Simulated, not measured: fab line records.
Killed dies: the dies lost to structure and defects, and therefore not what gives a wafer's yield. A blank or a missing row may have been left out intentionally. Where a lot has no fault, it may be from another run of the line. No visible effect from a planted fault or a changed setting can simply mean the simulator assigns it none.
fab line records :: flow n5-finfet
[record]
  lots = 5
  wafers = 15
  last-day = 19
route steps=1938 shown BEOL_M5@1188 BEOL_M6@1194 PASSIVATION@1936
lots that met no fault: from a run of the same line without faults
start-h: hours from the record's first day to the start of the lot's first wafer shown :: wait-h: how many hours have passed since the lot's step before this one :: " unchanged from the row above :: L1.1+2: one row covering several wafers at once :: - no value, or no start was given :: * or withheld: withheld :: < > ~ a bound
route shown NAME@n: NAME is a module with steps in the file, n the number in the route of the first one :: usual: mean and standard deviation over wafers with no fault :: same: alike in all rows :: chamber/n: place in a boat :: sites: per-site readings :: _std_site: standard deviation across them :: _edge_site: the outer-site mean with the inner-site mean subtracted :: radius-mm: for every site, how far away it sits from the centre of the wafer :: mask NAME#n: copy n :: behind: tool/chamber where the wafer was last shaped :: hold: reason for holding the lot/hours on hold/outcome of the hold :: device: which transistor (n, p or np) failed to switch :: end of line: the tests these same wafers got at the end of their route :: a step given without rows: its recipe and nothing more :: killed: not the wafer's yield, but the dies lost to structure and defects at the first sort :: map: per-die view of a wafer (x killed, . not killed, _ where there is no die)
set.NAME: setting as actually run; set.NAME@STEP: the setting as run at that earlier step :: model.NAME: the simulator's own value behind a step, which no gauge read
lots at some steps of the route; a table a step, a row a wafer
services: from which hour (start-h, from the record's first day; less than 0 if before it) a tool's chamber was out of use, for how many hours, and why
[[steps]]
[step N5_BEOL_M5_PRE_CLEAN_77]
[recipe]
  gas = NH3/H2
  time-s = 15
  temp-c = *
  rf-power-w = 300
[step N5_BEOL_M5_CO_CAP_78]
[recipe]
  material = Co
  target-thk-a = 20
  temp-c = 200
  precursor = CCTBA/H2
  pressure-torr = 30
  time-s = 102.1
[step N5_BEOL_M5_PRE_CLEAN_55]
[recipe]
  gas = NH3
  time-s = 15
  temp-c = withheld
  rf-power-w = 300
[step N5_BEOL_M5_DEP_56]
[recipe]
  material = SiCN
  target-thk-a = 80
  temp-c = withheld
  precursor = 3MS/NH3
  pressure-torr = 3
  rf-w = 202
  time-s = 14
[step N5_BEOL_M6_ILD_DEP_00]
[recipe]
  material = SiCOH_lowk
  target-thk-a = 1797.5
  temp-c = 300
  precursor = DEMS/porogen
  pressure-torr = 5
  rf-w = 500
  time-s = 33.4
[step N5_BEOL_M6_CURE_74]
[recipe]
  temp-c = 385
  time-s = 240
  ambient = He/Ar
  material = SiCOH_lowk
[step N5_BEOL_M6_PECVD_70]
[recipe]
  material = SiO2
  target-thk-a = 200
  temp-c = 400
  precursor = TEOS/O2
  pressure-torr = 5.5
  rf-w = 450
  teos-flow-sccm = 53.8
  gas = O2
  flow-sccm = 3000
  time-s = 22.7
[step N5_BEOL_M6_HM_DEP_02]
[recipe]
  material = TiN
  target-thk-a = 200
  temp-c = 25
  chamber-pressure-pa = 0.49996
[step N5_BEOL_M6_COAT_59]
[recipe]
  resist = SOC
  temp-c = 250
  time-s = 60
  spin-rpm = 1500
  resist-thk-nm = 100
[usual]
  spin-speed-rpm = 1500.2/1.1
lot.wafer: L328.1
tool: litho-track-01
chamber: 0
start-h: 218.25
wait-h: 0.1
spin-speed-rpm: 1500.1
model.SOC_of_BEOL_M6_COAT_59.thk-nm: 100.2

lot.wafer: L328.2
tool: litho-track-01
chamber: 0
start-h: 218.25
wait-h: 0.1
spin-speed-rpm: 1500.5
model.SOC_of_BEOL_M6_COAT_59.thk-nm: 100

lot.wafer: L328.5
tool: litho-track-01
chamber: 0
start-h: 218.25
wait-h: 0.1
spin-speed-rpm: 1501.9
model.SOC_of_BEOL_M6_COAT_59.thk-nm: 100

lot.wafer: L336.2
tool: litho-track-01
chamber: 0
start-h: 270.96
wait-h: 0.1
spin-speed-rpm: 1312.1
model.SOC_of_BEOL_M6_COAT_59.thk-nm: 107

lot.wafer: L336.3
tool: litho-track-01
chamber: 0
start-h: 270.96
wait-h: 0.1
spin-speed-rpm: 1312.6
model.SOC_of_BEOL_M6_COAT_59.thk-nm: 107.2

lot.wafer: L336.4
tool: litho-track-01
chamber: 0
start-h: 270.96
wait-h: 0.1
spin-speed-rpm: 1313.3
model.SOC_of_BEOL_M6_COAT_59.thk-nm: 107.2

lot.wafer: L338.3
tool: litho-track-01
chamber: 0
start-h: 289.83
wait-h: 0.1
spin-speed-rpm: 1312.8
model.SOC_of_BEOL_M6_COAT_59.thk-nm: 106.8

lot.wafer: L338.5
tool: litho-track-01
chamber: 0
start-h: 289.83
wait-h: 0.1
spin-speed-rpm: 1313.6
model.SOC_of_BEOL_M6_COAT_59.thk-nm: 106.6

lot.wafer: L338.6
tool: litho-track-01
chamber: 0
start-h: 289.83
wait-h: 0.1
spin-speed-rpm: 1314.4
model.SOC_of_BEOL_M6_COAT_59.thk-nm: 106.8

lot.wafer: L339.2
tool: litho-track-01
chamber: 0
start-h: 307.19
wait-h: 0.1
spin-speed-rpm: 1313.4
model.SOC_of_BEOL_M6_COAT_59.thk-nm: 107.2

lot.wafer: L339.3
tool: litho-track-01
chamber: 0
start-h: 307.19
wait-h: 0.1
spin-speed-rpm: 1314.2
model.SOC_of_BEOL_M6_COAT_59.thk-nm: 106.8

lot.wafer: L339.4
tool: litho-track-01
chamber: 0
start-h: 307.19
wait-h: 0.1
spin-speed-rpm: 1313.6
model.SOC_of_BEOL_M6_COAT_59.thk-nm: 107

lot.wafer: L349.2
tool: litho-track-04
chamber: 0
start-h: 369.94
wait-h: 0.1
spin-speed-rpm: 1499.9
model.SOC_of_BEOL_M6_COAT_59.thk-nm: 100

lot.wafer: L349.4
tool: litho-track-04
chamber: 0
start-h: 369.94
wait-h: 0.1
spin-speed-rpm: 1498.2
model.SOC_of_BEOL_M6_COAT_59.thk-nm: 99.6

lot.wafer: L349.6
tool: litho-track-04
chamber: 0
start-h: 369.94
wait-h: 0.1
spin-speed-rpm: 1499.3
model.SOC_of_BEOL_M6_COAT_59.thk-nm: 100.2
[step N5_BEOL_M6_COAT_60]
[recipe]
  resist = SiARC
  temp-c = 220
  time-s = 60
  spin-rpm = 1500
  resist-thk-nm = 35
[step N5_BEOL_M6_COAT_05]
[recipe]
  resist = CAR-ArF
  spin-rpm = 1500
  resist-thk-nm = 90
[step N5_BEOL_M6_EBR_07]
[recipe]
  solvent = PGMEA
  ebr-width-mm = 1.5
[step N5_BEOL_M6_SOFTBAKE_06]
[recipe]
  temp-c = 110
  time-s = 60
  resist = CAR-ArF
[step N5_BEOL_M6_EXPOSE_08]
[recipe]
  mask-id = M6
  na = 1.35
  source-shape = dipole
  sigma-inner = 0.817
  sigma-outer = 0.97
  polarization = te
  dose-mj = 68.25
[step N5_BEOL_M6_PEB_09]
[recipe]
  peb-temp-c = withheld
  peb-time-s = 60
  resist = CAR-ArF
[step N5_BEOL_M6_DEVELOP_10]
[recipe]
  develop-time-s = 30
  developer = TMAH
  resist = CAR-ArF
  rinse-liquid = diw
  dry = air-spin
  dev-temp-c = 23
[step N5_BEOL_M6_DESCUM_16]
[recipe]
  chemistry = O2
  time-s = 7.9
  source-power-w = 50
  bias-power-w = 20
  pressure-mtorr = 20
  rf-frequency-hz = 2.712e+07
  temp-c = 40
  resist = CAR-ArF
  o2-flow-sccm = 225
[step N5_BEOL_M6_ETCH_61]
[recipe]
  chemistry = CF4
  target = SiARC
  target-depth-a = 455
  mask-material = CAR-ArF
  time-s = 75.8
  ion-energy-ev = 80
  pressure-mtorr = 40
  source-w = 545
  bias-w = 36
  Ar_flow_sccm = 100
  cf4-flow-sccm = 100
  ends = cleared
[step N5_BEOL_M6_ETCH_62]
[recipe]
  chemistry = N2/H2
  target = SOC
  target-depth-a = 1100
  overetch-a = 220
  mask-material = SiARC
  temp-c = 40
  time-s = 165
  ion-energy-ev = 200
  pressure-mtorr = 30
  source-w = 840
  bias-w = 150
  n2-flow-sccm = 200
  h2-flow-sccm = 200
[usual]
  drypump-motor-current-A = 5.6/0.43
  h2-flow-sccm = 199.9/0.64
  oes-product-au = 0.70/0.049
  rf-vpp-V = 524.4/2.9
  showerhead-plenum-p-Torr = 2.56/0.1
  throttle-valve-pct = 17.73/0.23
lot.wafer: L328.1
tool: rie-diel-03
chamber: 0
start-h: 218.80
wait-h: 0.0
drypump-motor-current-A: 5.4
h2-flow-sccm: 200.2
oes-product-au: 0.65
rf-hours-counter-h: 143
rf-vpp-V: 520.7
showerhead-plenum-p-Torr: 2.45
throttle-valve-pct: 17.79
model.etch.depth-nm: 100.2

lot.wafer: L328.2
tool: rie-diel-03
chamber: 2
start-h: 218.80
wait-h: 0.0
drypump-motor-current-A: 5.6
h2-flow-sccm: 200.1
oes-product-au: 0.63
rf-hours-counter-h: 134
rf-vpp-V: 522.2
showerhead-plenum-p-Torr: 2.45
throttle-valve-pct: 17.99
model.etch.depth-nm: 100

lot.wafer: L328.5
tool: rie-diel-03
chamber: 3
start-h: 218.80
wait-h: 0.0
drypump-motor-current-A: 5.5
h2-flow-sccm: 199.5
oes-product-au: 0.67
rf-hours-counter-h: -
rf-vpp-V: 528.1
showerhead-plenum-p-Torr: 2.67
throttle-valve-pct: 17.65
model.etch.depth-nm: 100

lot.wafer: L336.2
tool: rie-diel-04
chamber: 2
start-h: 271.51
wait-h: 0.0
drypump-motor-current-A: 5.4
h2-flow-sccm: 200.3
oes-product-au: 0.69
rf-hours-counter-h: 122
rf-vpp-V: 523.1
showerhead-plenum-p-Torr: 2.55
throttle-valve-pct: 17.46
model.etch.depth-nm: 107

lot.wafer: L336.3
tool: rie-diel-04
chamber: 3
start-h: 271.51
wait-h: 0.0
drypump-motor-current-A: 5.8
h2-flow-sccm: 198.6
oes-product-au: 0.78
rf-hours-counter-h: 37
rf-vpp-V: 527.7
showerhead-plenum-p-Torr: 2.70
throttle-valve-pct: 17.90
model.etch.depth-nm: 107.2

lot.wafer: L336.4
tool: rie-diel-04
chamber: 0
start-h: 271.51
wait-h: 0.0
drypump-motor-current-A: 5.1
h2-flow-sccm: 199.6
oes-product-au: 0.79
rf-hours-counter-h: 17
rf-vpp-V: 521.8
showerhead-plenum-p-Torr: 2.47
throttle-valve-pct: 17.56
model.etch.depth-nm: 107.2

lot.wafer: L338.3
tool: rie-diel-04
chamber: 2
start-h: 290.38
wait-h: 0.0
drypump-motor-current-A: 5.4
h2-flow-sccm: 199.3
oes-product-au: 0.69
rf-hours-counter-h: 127
rf-vpp-V: 523.5
showerhead-plenum-p-Torr: 2.55
throttle-valve-pct: 17.47
model.etch.depth-nm: 106.9

lot.wafer: L338.5
tool: rie-diel-04
chamber: 3
start-h: 290.38
wait-h: 0.0
drypump-motor-current-A: 5.9
h2-flow-sccm: 199.9
oes-product-au: 0.76
rf-hours-counter-h: -
rf-vpp-V: 528.2
showerhead-plenum-p-Torr: 2.70
throttle-valve-pct: 17.90
model.etch.depth-nm: 106.6

lot.wafer: L338.6
tool: rie-diel-04
chamber: 2
start-h: 290.38
wait-h: 0.0
drypump-motor-current-A: 5.4
h2-flow-sccm: 198.7
oes-product-au: 0.69
rf-hours-counter-h: -
rf-vpp-V: 523.4
showerhead-plenum-p-Torr: 2.55
throttle-valve-pct: 17.45
model.etch.depth-nm: 106.9

lot.wafer: L339.2
tool: rie-diel-03
chamber: 2
start-h: 307.74
wait-h: 0.0
drypump-motor-current-A: 5.6
h2-flow-sccm: 200.6
oes-product-au: 0.64
rf-hours-counter-h: 163
rf-vpp-V: 521.4
showerhead-plenum-p-Torr: 2.44
throttle-valve-pct: 18.03
model.etch.depth-nm: 107.3

lot.wafer: L339.3
tool: rie-diel-03
chamber: 0
start-h: 307.74
wait-h: 0.0
drypump-motor-current-A: 5.3
h2-flow-sccm: 200.0
oes-product-au: 0.65
rf-hours-counter-h: 171
rf-vpp-V: 520.7
showerhead-plenum-p-Torr: 2.44
throttle-valve-pct: 17.86
model.etch.depth-nm: 106.9

lot.wafer: L339.4
tool: rie-diel-03
chamber: 1
start-h: 307.74
wait-h: 0.0
drypump-motor-current-A: 5.3
h2-flow-sccm: 198.6
oes-product-au: 0.73
rf-hours-counter-h: -
rf-vpp-V: 526.9
showerhead-plenum-p-Torr: 2.67
throttle-valve-pct: 17.44
model.etch.depth-nm: 107

lot.wafer: L349.2
tool: rie-diel-04
chamber: 2
start-h: 370.68
wait-h: 0.0
drypump-motor-current-A: 5.4
h2-flow-sccm: 199.8
oes-product-au: 0.65
rf-hours-counter-h: 147
rf-vpp-V: 524.2
showerhead-plenum-p-Torr: 2.54
throttle-valve-pct: 17.50
model.etch.depth-nm: 99.9

lot.wafer: L349.4
tool: rie-diel-04
chamber: 0
start-h: 370.68
wait-h: 0.0
drypump-motor-current-A: 5.1
h2-flow-sccm: 199.9
oes-product-au: 0.70
rf-hours-counter-h: 50
rf-vpp-V: 521.9
showerhead-plenum-p-Torr: 2.46
throttle-valve-pct: 17.61
model.etch.depth-nm: 99.6

lot.wafer: L349.6
tool: rie-diel-04
chamber: 1
start-h: 370.68
wait-h: 0.0
drypump-motor-current-A: 6.5
h2-flow-sccm: 199.4
oes-product-au: 0.67
rf-hours-counter-h: -
rf-vpp-V: 523.7
showerhead-plenum-p-Torr: 2.45
throttle-valve-pct: 18.19
model.etch.depth-nm: 100.2
[step N5_BEOL_M6_STRIP_68]
[recipe]
  chemistry = N2/H2
  temp-c = 40
  n2-flow-sccm = 200
  h2-flow-sccm = 200
  rf-frequency-hz = 6e+07
[step N5_BEOL_M6_STRIP_67]
[recipe]
  chemistry = CF4
  resist = SiARC
  power-w = 300
  bias-power-w = 75
  pressure-mtorr = 50
  cf4-flow-sccm = 150
  rf-frequency-hz = 6e+07
[step N5_BEOL_M6_HM_OPEN_17]
[recipe]
  chemistry = Cl2/BCl3
  target-depth-a = 200
  overetch-a = 60
  target = TiN
  mask-material = SOC
  ion-energy-ev = 150
  pressure-mtorr = 10
  icp-w = 1000
  bias-w = 126
  Cl2_flow_sccm = 53.25
  bcl3-flow-sccm = 21.75
  Ar_flow_sccm = 25
[usual]
  drypump-motor-current-A = 5.5/0.5
  oes-product-au = 0.63/0.086
  throttle-valve-pct = 22.04/0.19
lot.wafer: L328.1
tool: rie-metal-01
chamber: 0
start-h: 218.99
wait-h: 0.0
drypump-motor-current-A: 4.7
oes-product-au: 0.52
rf-hours-counter-h: 123
throttle-valve-pct: 21.89
model.SOC_of_BEOL_M6_COAT_59.thk-nm: 92.2

lot.wafer: L328.2
tool: rie-metal-01
chamber: 1
start-h: 218.99
wait-h: 0.0
drypump-motor-current-A: 5.9
oes-product-au: 0.69
rf-hours-counter-h: 27
throttle-valve-pct: 22.05
model.SOC_of_BEOL_M6_COAT_59.thk-nm: 91.8

lot.wafer: L328.5
tool: rie-metal-01
chamber: 1
start-h: 218.99
wait-h: 0.0
drypump-motor-current-A: 5.9
oes-product-au: 0.70
rf-hours-counter-h: -
throttle-valve-pct: 22.02
model.SOC_of_BEOL_M6_COAT_59.thk-nm: 91.8

lot.wafer: L336.2
tool: rie-metal-01
chamber: 1
start-h: 271.73
wait-h: 0.1
drypump-motor-current-A: 5.9
oes-product-au: 0.69
rf-hours-counter-h: -
throttle-valve-pct: 22.02
model.SOC_of_BEOL_M6_COAT_59.thk-nm: 98.8

lot.wafer: L336.3
tool: rie-metal-01
chamber: 1
start-h: 271.73
wait-h: 0.1
drypump-motor-current-A: 5.8
oes-product-au: 0.69
rf-hours-counter-h: -
throttle-valve-pct: 22.02
model.SOC_of_BEOL_M6_COAT_59.thk-nm: 99

lot.wafer: L336.4
tool: rie-metal-01
chamber: 1
start-h: 271.73
wait-h: 0.1
drypump-motor-current-A: 5.9
oes-product-au: 0.69
rf-hours-counter-h: -
throttle-valve-pct: 22.02
model.SOC_of_BEOL_M6_COAT_59.thk-nm: 98.8

lot.wafer: L338.3
tool: rie-metal-02
chamber: 0
start-h: 290.60
wait-h: 0.1
drypump-motor-current-A: 5.8
oes-product-au: 0.55
rf-hours-counter-h: -
throttle-valve-pct: 22.00
model.SOC_of_BEOL_M6_COAT_59.thk-nm: 98.8

lot.wafer: L338.5
tool: rie-metal-02
chamber: 0
start-h: 290.60
wait-h: 0.1
drypump-motor-current-A: 5.8
oes-product-au: 0.55
rf-hours-counter-h: -
throttle-valve-pct: 22.00
model.SOC_of_BEOL_M6_COAT_59.thk-nm: 98.8

lot.wafer: L338.6
tool: rie-metal-02
chamber: 1
start-h: 290.60
wait-h: 0.1
drypump-motor-current-A: 5.5
oes-product-au: 0.62
rf-hours-counter-h: -
throttle-valve-pct: 21.87
model.SOC_of_BEOL_M6_COAT_59.thk-nm: 98.8

lot.wafer: L339.2
tool: rie-metal-03
chamber: 0
start-h: 307.92
wait-h: 0.0
drypump-motor-current-A: 6.2
oes-product-au: 0.58
rf-hours-counter-h: 88
throttle-valve-pct: 22.42
model.SOC_of_BEOL_M6_COAT_59.thk-nm: 99.6

lot.wafer: L339.3
tool: rie-metal-03
chamber: 1
start-h: 307.92
wait-h: 0.0
drypump-motor-current-A: 4.8
oes-product-au: 0.77
rf-hours-counter-h: -
throttle-valve-pct: 21.99
model.SOC_of_BEOL_M6_COAT_59.thk-nm: 99

lot.wafer: L339.4
tool: rie-metal-03
chamber: 0
start-h: 307.92
wait-h: 0.0
drypump-motor-current-A: 6.2
oes-product-au: 0.58
rf-hours-counter-h: -
throttle-valve-pct: 22.42
model.SOC_of_BEOL_M6_COAT_59.thk-nm: 99.4

lot.wafer: L349.2
tool: rie-metal-03
chamber: 0
start-h: 370.87
wait-h: 0.0
drypump-motor-current-A: 6.1
oes-product-au: 0.57
rf-hours-counter-h: 95
throttle-valve-pct: 22.44
model.SOC_of_BEOL_M6_COAT_59.thk-nm: 92.2

lot.wafer: L349.4
tool: rie-metal-03
chamber: 0
start-h: 370.87
wait-h: 0.0
drypump-motor-current-A: 6.2
oes-product-au: 0.56
rf-hours-counter-h: -
throttle-valve-pct: 22.46
model.SOC_of_BEOL_M6_COAT_59.thk-nm: 92

lot.wafer: L349.6
tool: rie-metal-03
chamber: 1
start-h: 370.87
wait-h: 0.0
drypump-motor-current-A: 4.9
oes-product-au: 0.74
rf-hours-counter-h: -
throttle-valve-pct: 22.00
model.SOC_of_BEOL_M6_COAT_59.thk-nm: 92.2
[step N5_BEOL_M6_STRIP_19]
[recipe]
  chemistry = O2
  power-w = 400
  temp-c = 40
  pressure-mtorr = 30
  rf-frequency-hz = 6e+07
  bias-power-w = 0
  overash-fraction = 0.2
  o2-flow-sccm = 225
[step N5_PASSIVATION_PROBE_49]
[usual]
  defect-limited-yield = 91.0/1.5
  killed_at_M0_to_M3 = 35/11
  killed_at_M4_up = 13/5
  killed-at-contacts = 12/5.9
  killed-at-front-end = 42/13
  killed-at-other = 3/3.2
  killed-dies = 106/18
  killed-open = 69/13
  killed-short = 35/8.9
  sort_bin_5_function = 5.2/0.95
  sort_bin_6_memory = 3.3/0.71
  sort-n-pass = 1074/18
  sort-yield-pct = 91.0/1.5
[same]
  gross-dies = 1180
  killed-at-back-side = 0
  sort_bin_4_leakage[%] = 0
  sort_bin_8_speed[%] = 0
lot.wafer: L338.3
tool: prober-02
chamber: -
start-h: 377.21
wait-h: 0.2
defect-limited-yield[%]: 89.0
killed_at_M0_to_M3: 47
killed_at_M4_up: 16
killed-at-contacts: 13
killed-at-front-end: 48
killed-at-other: 6
killed-dies: 130
killed-open: 80
killed-short: 50
sort_bin_5_function[%]: 5.7
sort_bin_6_memory[%]: 4.6
sort-n-pass: 1050
sort-yield-pct[%]: 89.0

lot.wafer: L338.5
tool: prober-02
chamber: -
start-h: 377.31
wait-h: 0.3
defect-limited-yield[%]: 89.5
killed_at_M0_to_M3: 39
killed_at_M4_up: 13
killed-at-contacts: 14
killed-at-front-end: 51
killed-at-other: 7
killed-dies: 124
killed-open: 82
killed-short: 40
sort_bin_5_function[%]: 5.4
sort_bin_6_memory[%]: 4.7
sort-n-pass: 1056
sort-yield-pct[%]: 89.5

lot.wafer: L338.6
tool: prober-02
chamber: -
start-h: 377.36
wait-h: 0.4
defect-limited-yield[%]: 91.6
killed_at_M0_to_M3: 27
killed_at_M4_up: 8
killed-at-contacts: 9
killed-at-front-end: 49
killed-at-other: 6
killed-dies: 99
killed-open: 57
killed-short: 42
sort_bin_5_function[%]: 5.2
sort_bin_6_memory[%]: 2.5
sort-n-pass: 1081
sort-yield-pct[%]: 91.6

lot.wafer: L339.2
tool: prober-01
chamber: -
start-h: 409.06
wait-h: 0.1
defect-limited-yield[%]: 91.9
killed_at_M0_to_M3: 30
killed_at_M4_up: 9
killed-at-contacts: 8
killed-at-front-end: 47
killed-at-other: 1
killed-dies: 95
killed-open: 59
killed-short: 30
sort_bin_5_function[%]: 4.5
sort_bin_6_memory[%]: 3.0
sort-n-pass: 1085
sort-yield-pct[%]: 91.9

lot.wafer: L339.3
tool: prober-01
chamber: -
start-h: 409.11
wait-h: 0.1
defect-limited-yield[%]: 90.8
killed_at_M0_to_M3: 24
killed_at_M4_up: 10
killed-at-contacts: 15
killed-at-front-end: 59
killed-at-other: 0
killed-dies: 108
killed-open: 79
killed-short: 28
sort_bin_5_function[%]: 5.3
sort_bin_6_memory[%]: 3.6
sort-n-pass: 1072
sort-yield-pct[%]: 90.8

lot.wafer: L339.4
tool: prober-01
chamber: -
start-h: 409.16
wait-h: 0.2
defect-limited-yield[%]: 90.4
killed_at_M0_to_M3: 32
killed_at_M4_up: 19
killed-at-contacts: 14
killed-at-front-end: 46
killed-at-other: 2
killed-dies: 113
killed-open: 73
killed-short: 33
sort_bin_5_function[%]: 5.6
sort_bin_6_memory[%]: 3.7
sort-n-pass: 1067
sort-yield-pct[%]: 90.4

lot.wafer: L349.2
tool: prober-02
chamber: -
start-h: 465.13
wait-h: 0.1
defect-limited-yield[%]: 92.8
killed_at_M0_to_M3: 27
killed_at_M4_up: 6
killed-at-contacts: 13
killed-at-front-end: 38
killed-at-other: 1
killed-dies: 85
killed-open: 53
killed-short: 31
sort_bin_5_function[%]: 3.8
sort_bin_6_memory[%]: 3.1
sort-n-pass: 1095
sort-yield-pct[%]: 92.8

lot.wafer: L349.4
tool: prober-02
chamber: -
start-h: 465.23
wait-h: 0.2
defect-limited-yield[%]: 94.2
killed_at_M0_to_M3: 29
killed_at_M4_up: 3
killed-at-contacts: 7
killed-at-front-end: 27
killed-at-other: 2
killed-dies: 68
killed-open: 47
killed-short: 19
sort_bin_5_function[%]: 2.7
sort_bin_6_memory[%]: 2.9
sort-n-pass: 1112
sort-yield-pct[%]: 94.2

lot.wafer: L349.6
tool: prober-02
chamber: -
start-h: 465.33
wait-h: 0.3
defect-limited-yield[%]: 93.1
killed_at_M0_to_M3: 44
killed_at_M4_up: 3
killed-at-contacts: 12
killed-at-front-end: 23
killed-at-other: 0
killed-dies: 82
killed-open: 54
killed-short: 25
sort_bin_5_function[%]: 3.4
sort_bin_6_memory[%]: 2.9
sort-n-pass: 1098
sort-yield-pct[%]: 93.1
// killed by level:class
L338.3 BEOL_M2:geometric-particle:open=16 FIN_SAQP:geometric-particle:open=8 MOL_CONTACT_COAG:geometric-particle:open=8 BEOL_M0_SAQP:geometric-particle:open=8 FIN_SAQP:geometric-particle:short=7 GATE_CUT:geometric-particle:open=7 GATE_CUT:geometric-particle:short=7 BEOL_M0_SAQP:geometric-particle:short=7
L338.5 STI_FIN_REVEAL:geometric-particle:open=15 MOL_CONTACT_COAG:geometric-particle:open=12 BEOL_M3:geometric-particle:open=11 FIN_SAQP:geometric-particle:short=9 BEOL_M2:geometric-particle:open=9 BEOL_M0_SAQP:geometric-particle:short=7 BEOL_M1:geometric-particle:open=6 DUMMY_GATE:geometric-particle:short=4
L338.6 FIN_SAQP:geometric-particle:short=9 STI_FIN_REVEAL:geometric-particle:open=8 MOL_CONTACT_COAG:geometric-particle:open=8 BEOL_M0_SAQP:geometric-particle:short=7 GATE_CUT:geometric-particle:short=6 BEOL_M2:geometric-particle:open=6 GATE_CUT:geometric-particle:open=5 STARTING-WAFER:geometric-particle:short=5
L339.2 STI_FIN_REVEAL:geometric-particle:open=7 FIN_SAQP:geometric-particle:open=6 FIN_SAQP:geometric-particle:short=6 BEOL_M3:geometric-particle:open=6 MOL_CONTACT_COAG:geometric-particle:open=6 BEOL_M0_SAQP:geometric-particle:open=5 BEOL_M0:geometric-particle:open=5 ILD0:geometric-particle:short=4
L339.3 FIN_SAQP:geometric-particle:open=18 MOL_CONTACT_COAG:geometric-particle:open=13 FIN_SAQP:geometric-particle:short=9 STI_FIN_REVEAL:geometric-particle:open=7 BEOL_M2:geometric-particle:open=6 DUMMY_GATE:geometric-particle:open=5 BEOL_M0_SAQP:geometric-particle:open=5 BEOL_M1:geometric-particle:open=5
L339.4 FIN_SAQP:geometric-particle:open=23 MOL_CONTACT_COAG:geometric-particle:open=10 FIN_SAQP:geometric-particle:short=8 BEOL_M4:geometric-particle:open=8 BEOL_M2:geometric-particle:open=7 BEOL_M0:geometric-particle:open=5 BEOL_M2:geometric-particle:short=5 BEOL_M3:geometric-particle:open=4
L349.2 FIN_SAQP:geometric-particle:open=13 FIN_SAQP:geometric-particle:short=12 MOL_CONTACT_COAG:geometric-particle:open=11 BEOL_M1:geometric-particle:open=6 GATE_CUT:geometric-particle:short=4 BEOL_M0_SAQP:geometric-particle:open=4 BEOL_M0_SAQP:geometric-particle:short=4 BEOL_M3:geometric-particle:open=4
L349.4 FIN_SAQP:geometric-particle:open=12 MOL_CONTACT_COAG:geometric-particle:open=7 BEOL_M3:geometric-particle:open=5 FIN_SAQP:geometric-particle:short=4 BEOL_M0_SAQP:geometric-particle:open=4 BEOL_M1:geometric-particle:open=4 BEOL_M2:geometric-particle:open=4 BEOL_M0_SAQP:geometric-particle:short=3
L349.6 BEOL_M2:geometric-particle:open=12 MOL_CONTACT_COAG:geometric-particle:open=11 BEOL_M3:geometric-particle:open=7 BEOL_M0_SAQP:geometric-particle:short=6 FIN_SAQP:geometric-particle:short=5 BEOL_M0_SAQP:geometric-particle:open=5 BEOL_M0:geometric-particle:open=5 GATE_CUT:geometric-particle:short=4
[[services]]
tool: rie-metal-01
chamber: -
start-h: 224.85
hours: 1.7
kind: repair

tool: rie-metal-03
chamber: 1
start-h: 239.35
hours: -
kind: clean

tool: rie-metal-03
chamber: 1
start-h: 239.35
hours: 26.7
kind: scheduled-down

tool: rie-metal-03
chamber: 1
start-h: 239.35
hours: 26.7
kind: vent-cycle

tool: rie-metal-01
chamber: 0
start-h: 260.32
hours: -
kind: clean

tool: rie-metal-01
chamber: 0
start-h: 260.32
hours: 14.9
kind: scheduled-down

tool: rie-metal-01
chamber: 0
start-h: 260.32
hours: 14.9
kind: vent-cycle

tool: litho-track-04
chamber: -
start-h: 263.68
hours: -
kind: consumable-replace:filter

tool: rie-metal-01
chamber: -
start-h: 288.34
hours: 0.1
kind: repair

tool: rie-metal-03
chamber: 0
start-h: 299.21
hours: 7.3
kind: repair

tool: rie-diel-03
chamber: 3
start-h: 307.29
hours: 5.7
kind: repair

tool: rie-metal-02
chamber: 0
start-h: 315.18
hours: 2.7
kind: repair

tool: rie-diel-04
chamber: 2
start-h: 323.48
hours: 19.8
kind: repair

tool: rie-metal-02
chamber: 0
start-h: 346.03
hours: 14.3
kind: repair

tool: rie-metal-03
chamber: 1
start-h: 346.76
hours: 4.3
kind: repair

tool: rie-metal-02
chamber: 0
start-h: 360.33
hours: -
kind: clean

tool: rie-metal-02
chamber: 0
start-h: 360.33
hours: 15.0
kind: scheduled-down

tool: rie-metal-02
chamber: 0
start-h: 360.33
hours: 15.0
kind: vent-cycle

tool: rie-diel-03
chamber: 1
start-h: 365.16
hours: 4.2
kind: repair
[[key]]
[first-sign]
  step = N5_BEOL_M6_COAT_59
  reading = spin-speed-rpm
  direction = down
  sigmas = 99+
  usual = *
  struck = *
effect none on later readings
[model-effect]
  step = N5_BEOL_M6_COAT_59
  value = SOC_of_BEOL_M6_COAT_59.thk-nm
  without = 100.1
  struck = 107
[model-effect]
  step = N5_BEOL_M6_ETCH_62
  value = etch.depth-nm
  without = 100.1
  struck = 107
[model-effect]
  step = N5_BEOL_M6_HM_OPEN_17
  value = SOC_of_BEOL_M6_COAT_59.thk-nm
  without = 92.11
  struck = 99
met-at N5_BEOL_M6_COAT_59
struck-wafers L336.2,L336.3,L336.4,L338.3,L338.5,L338.6,L339.2,L339.3,L339.4
onset-between 218.25 270.96
[fault]
  kind = process-parameter-drift
  tool = litho-track-01
  chamber = -
  onset-h = 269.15
  steps = N5_BEOL_M6_COAT_59
  channel = spin-rpm
  offset = *
  shape = step
  end-h = 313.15
  acts-in = *
  stated = *
